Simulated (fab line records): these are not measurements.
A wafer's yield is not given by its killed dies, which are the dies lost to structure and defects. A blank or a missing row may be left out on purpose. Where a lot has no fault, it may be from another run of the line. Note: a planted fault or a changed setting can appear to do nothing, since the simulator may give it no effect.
What tool caused it? | flow n5 finfet | 10 lots with 27 wafers sampled at 5 steps, on a route of 1938 steps

## WHAT THE GAUGES READ, wafer by wafer
N5_BEOL_M3_INSPECT_30: inspects for defects (brightfield). Usual: raw defect count 420, standard deviation 92.
lot  | measured     | on                | raw defect count | flag
L198 | day 7 01:21  | defect inspect-01 | 359 357 551      |
L202 | day 8 08:16  | defect inspect-02 | 375 338 398      |
L207 | day 9 04:52  | defect inspect-02 | 342 358 450      |
L206 | day 9 08:39  | defect inspect-02 | 404 377 433      |
L209 | day 9 14:25  | defect inspect-02 | 531 465 292      |
L213 | day 11 00:27 | defect inspect-02 | 490 363          |
L214 | day 11 03:08 | defect inspect-01 | 254 292          |
L218 | day 12 00:50 | defect inspect-02 | 366 429          |
L220 | day 12 18:51 | defect inspect-01 | 301 439 346      |
L221 | day 13 04:08 | defect inspect-01 | 438 282 447      |

N5_BEOL_M4_RC_MEAS_101. Usual: DIBL_N 36.0 mV/V, standard deviation 2.2; DIBL_P 35.9 mV/V, standard deviation 2.6; IOFF_N 0.16 nA/um, standard deviation 0.038; IOFF_P 0.21 nA/um, standard deviation 0.042; ION_N 675 uA/um, standard deviation 15; ION_P 463 uA/um, standard deviation 10; SS_N 71.5 mV/dec, standard deviation 0.62; SS_P 73.2 mV/dec, standard deviation 0.76; VT_N 250 mV, standard deviation 4.1; VT_P -251 mV, standard deviation 3.6.
lot  | measured     | on        | DIBL_N (mV/V)  | DIBL_P (mV/V)  | IOFF_N (nA/um) | IOFF_P (nA/um) | ION_N (uA/um) | ION_P (uA/um) | SS_N (mV/dec)  | SS_P (mV/dec)  | VT_N (mV)   | VT_P (mV)      | flag
L198 | day 7 20:41  | prober-01 | 35.0 32.8 33.8 | 34.6 32.3 32.1 | 0.13 0.11 0.12 | 0.20 0.17 0.16 | 672 658 665   | 464 457 461   | 71.2 70.6 71.6 | 72.7 72.4 72.1 | 250 256 254 | -250 -251 -251 |
L202 | day 9 00:44  | prober-01 | 32.4 32.1 34.7 | 31.1 31.3 33.8 | 0.10 0.10 0.13 | 0.14 0.14 0.18 | 662 648 674   | 457 454 465   | 71.0 70.5 71.4 | 72.7 72.4 74.1 | 259 260 255 | -258 -257 -251 |
L207 | day 9 23:51  | prober-02 | 37.8 35.3 35.8 | 37.3 34.2 33.6 | 0.16 0.12 0.13 | 0.19 0.16 0.15 | 675 644 653   | 459 445 446   | 71.2 70.9 71.9 | 73.3 73.4 72.5 | 252 259 256 | -254 -256 -259 |
L206 | day 10 03:46 | prober-01 | 35.3 37.6 39.0 | 34.6 36.8 39.5 | 0.13 0.16 0.21 | 0.17 0.20 0.24 | 673 662 684   | 464 450 464   | 70.8 71.5 72.3 | 72.6 74.0 74.1 | 251 252 246 | -255 -254 -252 |
L209 | day 10 14:30 | prober-01 | 38.5 32.9 37.7 | 36.9 30.5 36.0 | 0.16 0.09 0.16 | 0.26 0.17 0.25 | 684 639 674   | 475 447 474   | 71.2 70.3 71.4 | 73.7 72.9 73.6 | 248 257 248 | -247 -250 -245 |
L213 | day 12 00:50 | prober-01 | 34.5 33.3      | 34.9 32.4      | 0.14 0.10      | 0.17 0.15      | 656 632       | 452 438       | 71.3 71.4      | 74.0 73.3      | 248 254     | -256 -259      |
L214 | day 11 22:24 | prober-01 | 36.0 34.2      | 37.5 34.9      | 0.18 0.15      | 0.24 0.19      | 687 694       | 470 480       | 71.2 71.1      | 73.3 72.6      | 246 249     | -246 -250      |
L218 | day 13 05:34 | prober-02 | 38.0 34.1      | 39.0 34.3      | 0.20 0.13      | 0.25 0.18      | 685 664       | 465 458       | 72.1 71.3      | 74.5 73.1      | 248 253     | -251 -254      |
L220 | day 13 18:15 | prober-01 | 37.4 33.0 37.6 | 40.0 33.5 40.5 | 0.21 0.14 0.22 | 0.26 0.17 0.25 | 678 679 692   | 458 467 470   | 71.8 71.5 72.9 | 74.5 72.5 74.6 | 242 249 244 | -250 -254 -249 |
L221 | day 13 18:21 | prober-02 | 36.0 35.7 35.6 | 37.0 36.7 37.8 | 0.18 0.18 0.19 | 0.25 0.25 0.28 | 684 693 700   | 464 475 491   | 71.0 71.2 71.5 | 73.4 73.6 74.2 | 245 244 245 | -248 -245 -245 |

## TOOL THAT RAN EACH LOT (tool first, then ch and the chambers of the sampled wafers, then the start)
lot  | N5_BEOL_M3_ETCH_70                 | N5_BEOL_M3_VIA_ETCH_34             | N5_BEOL_M3_STRIP_36
L198 | rie diel-05 ch 0,1,2, day 7 08:09  | rie diel-05 ch 0,1,2, day 7 08:15  | rie diel-05 ch 0,1,2, day 7 08:19
L202 | rie diel-02 ch 0,1,3, day 8 10:17  | rie diel-02 ch 0,1,3, day 8 10:23  | rie diel-02 ch 0,1,3, day 8 10:27
L207 | rie diel-02 ch 1,2,3, day 9 06:59  | rie diel-02 ch 1,2,3, day 9 07:05  | rie diel-02 ch 1,2,3, day 9 07:08
L206 | rie diel-03 ch 0,2,3, day 9 14:40  | rie diel-03 ch 0,2,3, day 9 14:46  | rie diel-03 ch 0,2,3, day 9 14:50
L209 | rie diel-02 ch 0,2,3, day 9 22:36  | rie diel-02 ch 0,2,3, day 9 22:42  | rie diel-02 ch 0,2,3, day 9 22:46
L213 | rie diel-02 ch 2, day 11 07:34     | rie diel-02 ch 2, day 11 07:40     | rie diel-02 ch 2, day 11 07:43
L214 | rie diel-02 ch 0, day 11 04:22     | rie diel-02 ch 0, day 11 04:28     | rie diel-02 ch 0, day 11 04:31
L218 | rie diel-02 ch 1,3, day 12 12:01   | rie diel-02 ch 1,3, day 12 12:07   | rie diel-02 ch 1,3, day 12 12:11
L220 | rie diel-03 ch 0,2,3, day 13 01:14 | rie diel-03 ch 0,2,3, day 13 01:20 | rie diel-03 ch 0,2,3, day 13 01:24
L221 | rie diel-05 ch 1,3, day 13 04:57   | rie diel-05 ch 1,3, day 13 05:03   | rie diel-05 ch 1,3, day 13 05:07
- N5_BEOL_M3_ETCH_70: etches SOC in N2/H2, target depth 80 nm, overetch 16 nm, time 120 s.
- N5_BEOL_M3_VIA_ETCH_34: etches the open film in C4F6/O2, target depth 69.4 nm, time 65.9 s.
- N5_BEOL_M3_STRIP_36: strips in N2/H2.

## WHAT THE TOOLS THEMSELVES READ (means of the sampled wafers that have a number; where no wafer has one, the mark that the record gives instead)
N5_BEOL_M3_ETCH_70. Usual: bias w 150.0 W (standard deviation 0.43); drypump motor current A 5.7 A (standard deviation 0.53); oes product au 0.60 a.u. (standard deviation 0.048); rf vpp V 523.4 V (standard deviation 1.7); run length s 143.4 s (standard deviation 0.5); showerhead plenum p Torr 2.53 Torr (standard deviation 0.051); throttle valve pct 17.80 % (standard deviation 0.25).
lot  | tool        | bias w (W) | drypump motor current A (A) | oes product au (a.u.) | rf vpp V (V) | run length s (s) | showerhead plenum p Torr (Torr) | throttle valve pct (%) | flag
L198 | rie diel-05 | 150.1      | 5.8                         | 0.58                  | 525.0        | 143.1            | 2.56                            | 17.62                  |
L202 | rie diel-02 | 150.3      | 5.5                         | 0.62                  | 522.0        | 143.8            | 2.51                            | 17.81                  |
L207 | rie diel-02 | 149.9      | 5.8                         | 0.58                  | 523.7        | 143.2            | 2.51                            | 17.96                  |
L206 | rie diel-03 | 149.8      | 5.9                         | 0.59                  | 523.6        | 144.1            | 2.55                            | 17.77                  |
L209 | rie diel-02 | 150.2      | 5.7                         | 0.59                  | 524.1        | 143.7            | 2.53                            | 17.85                  |
L213 | rie diel-02 | 150.2      | 6.5                         | 0.54                  | 522.4        | 146.2            | 2.51                            | 17.88                  | OFF
L214 | rie diel-02 | 150.2      | 5.3                         | 0.65                  | 522.9        | 147.4            | 2.50                            | 17.46                  | OFF
L218 | rie diel-02 | 150.4      | 5.6                         | 0.57                  | 522.5        | 147.2            | 2.50                            | 18.05                  | OFF
L220 | rie diel-03 | 150.0      | 5.9                         | 0.65                  | 523.3        | 143.6            | 2.54                            | 17.65                  |
L221 | rie diel-05 | 149.7      | 6.2                         | 0.58                  | 523.1        | 143.0            | 2.51                            | 18.00                  |

N5_BEOL_M3_VIA_ETCH_34. Usual: bias w 170.0 W (standard deviation 0.53); drypump motor current A 5.7 A (standard deviation 0.53); oes product au 0.79 a.u. (standard deviation 0.07); rf vpp V 673 V (standard deviation 13); run length s 89.3 s (standard deviation 0.48); showerhead plenum p Torr 2.82 Torr (standard deviation 0.049); throttle valve pct 30.58 % (standard deviation 0.23).
lot  | tool        | bias w (W) | drypump motor current A (A) | oes product au (a.u.) | rf vpp V (V) | run length s (s) | showerhead plenum p Torr (Torr) | throttle valve pct (%) | flag
L198 | rie diel-05 | 169.9      | 5.8                         | 0.76                  | 659          | 88.8             | 2.87                            | 30.44                  |
L202 | rie diel-02 | 170.2      | 5.5                         | 0.83                  | 683          | 89.5             | 2.78                            | 30.53                  |
L207 | rie diel-02 | 170.2      | 5.8                         | 0.75                  | 674          | 89.3             | 2.79                            | 30.65                  |
L206 | rie diel-03 | 170.0      | 5.9                         | 0.77                  | 667          | 89.6             | 2.84                            | 30.60                  |
L209 | rie diel-02 | 170.0      | 5.8                         | 0.78                  | 681          | 89.3             | 2.80                            | 30.53                  |
L213 | rie diel-02 | 169.6      | 6.4                         | 0.70                  | 667          | 88.6             | 2.83                            | 30.70                  |
L214 | rie diel-02 | 170.2      | 5.4                         | 0.87                  | 690          | 89.9             | 2.79                            | 30.36                  |
L218 | rie diel-02 | 170.8      | 5.6                         | 0.76                  | 677          | 89.3             | 2.76                            | 30.65                  |
L220 | rie diel-03 | 170.2      | 5.9                         | 0.85                  | 668          | 89.6             | 2.82                            | 30.51                  |
L221 | rie diel-05 | 170.0      | 6.2                         | 0.76                  | 661          | 88.6             | 2.81                            | 31.00                  |

N5_BEOL_M3_STRIP_36. Usual: drypump motor current A 5.7 A, standard deviation 0.53; oes product au 0.79 a.u., standard deviation 0.064; rf vpp V 59.1 V, standard deviation 1.5; showerhead plenum p Torr 2.52 Torr, standard deviation 0.051; throttle valve pct 23.6 %, standard deviation 0.32.
lot  | tool        | drypump motor current A (A) | oes product au (a.u.) | rf vpp V (V) | showerhead plenum p Torr (Torr) | throttle valve pct (%) | flag
L198 | rie diel-05 | 5.8                         | 0.76                  | 58.1         | 2.56                            | 23.3                   |
L202 | rie diel-02 | 5.5                         | 0.82                  | 58.5         | 2.50                            | 23.8                   |
L207 | rie diel-02 | 5.8                         | 0.76                  | 60.2         | 2.51                            | 23.8                   |
L206 | rie diel-03 | 5.9                         | 0.78                  | 60.9         | 2.54                            | 23.6                   |
L209 | rie diel-02 | 5.7                         | 0.77                  | 59.5         | 2.52                            | 23.7                   |
L213 | rie diel-02 | 6.5                         | 0.71                  | 58.8         | 2.51                            | 23.6                   |
L214 | rie diel-02 | 5.4                         | 0.86                  | 58.3         | 2.49                            | 23.4                   |
L218 | rie diel-02 | 5.6                         | 0.76                  | 58.8         | 2.50                            | 24.0                   |
L220 | rie diel-03 | 5.9                         | 0.86                  | 59.8         | 2.53                            | 23.5                   |
L221 | rie diel-05 | 6.1                         | 0.76                  | 58.4         | 2.51                            | 23.9                   |

## THE ANSWER, worked out from the rows above alone
Rule: a lot counts as off when the mean over its wafers that have a number is more than 3 standard deviations away from the usual mean. A lot without any number at a reading at which 4 lots or more have one is off too. All remaining lots with rows at the step are treated as sound. First the gauges in route order, then the tools' own readings, where a lot's mean is used as printed above. At the first step where some lot is off, the reading lying furthest off is the one used; lots without a number count as furthest.
Off at N5_BEOL_M3_ETCH_70 (run length s): L213, L214, L218.
If a tool, at that step or one of the process steps before it, ran each lot that is off and ran no sound lot following the first of them, it fits. One candidate fits, namely rie diel-02 at N5_BEOL_M3_ETCH_70. A fault onset in the window from L209 (day 9 22:36, its last sound lot) to L214 (day 11 04:22, its first lot off) fits.
On the lots that are off, the tool's own readings at N5_BEOL_M3_ETCH_70 differ by more than 5 times the standard deviation of the sound lots' means, which bears it out; run length s reads 146.9 s there versus 143.5 s on the sound lots.

## WHAT THE SIMULATOR PUT IN
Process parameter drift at N5_BEOL_M3_ETCH_70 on rie diel-02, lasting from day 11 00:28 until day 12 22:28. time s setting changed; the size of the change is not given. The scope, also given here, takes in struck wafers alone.
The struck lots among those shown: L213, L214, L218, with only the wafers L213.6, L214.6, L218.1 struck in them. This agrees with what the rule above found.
